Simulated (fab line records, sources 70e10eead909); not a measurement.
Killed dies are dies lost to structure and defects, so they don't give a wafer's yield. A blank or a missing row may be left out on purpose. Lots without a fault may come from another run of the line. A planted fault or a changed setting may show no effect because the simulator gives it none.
Chamber matching | flow nand_harc | NHARC_P_GATE_DEP_103 on pecvd-02: 3 sister chambers
The step deposits SiON, target thk 30 nm. 3 wafers are shown with their chamber, then 12 later ones without.

WAFERS WITH THEIR CHAMBER
wafer  | chamber | heater_power_w (W)
L092.1 | 2       | 722
L092.3 | 1       | 540
L092.5 | 0       | 952

WAFERS WITHOUT THEIR CHAMBER
wafer  | heater_power_w (W)
L092.2 | 971
L092.4 | 553
L092.6 | 728
L094.2 | 832
L094.5 | 979
L094.6 | 614
L096.1 | 903
L096.5 | 697
L096.6 | 624
L097.1 | 841
L097.2 | 551
L097.6 | 701

WHICH CHAMBER EACH WENT THROUGH
wafer  | from the rows above     | in truth
L092.2 | 0                       | 0
L092.4 | 1                       | 1
L092.6 | 2                       | 2
L094.2 | can't be placed: 2 or 0 | 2
L094.5 | 0                       | 0
L094.6 | can't be placed: 1 or 2 | 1
L096.1 | 0                       | 0
L096.5 | 2                       | 2
L096.6 | can't be placed: 1 or 2 | 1
L097.1 | can't be placed: 0 or 2 | 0
L097.2 | 1                       | 1
L097.6 | 2                       | 2
Placed correctly: 8 of 12. Can't be placed from these rows: 4 (the true chamber is among the candidates in 4). Placed wrongly: 0.
How it was worked out, from the rows above alone: a wafer's distance from a chamber is the root of the sum, over the readings, of the square of ((its reading less the chamber's mean) divided by the reading's scatter). The wafer belongs to the nearest chamber; if the next one is less than 2 further off, it can't be placed. A chamber's mean is the mean of its shown wafers. The scatter: with one shown wafer a chamber, the root of the mean of the squares of how far each hidden wafer lies from its nearest shown one.
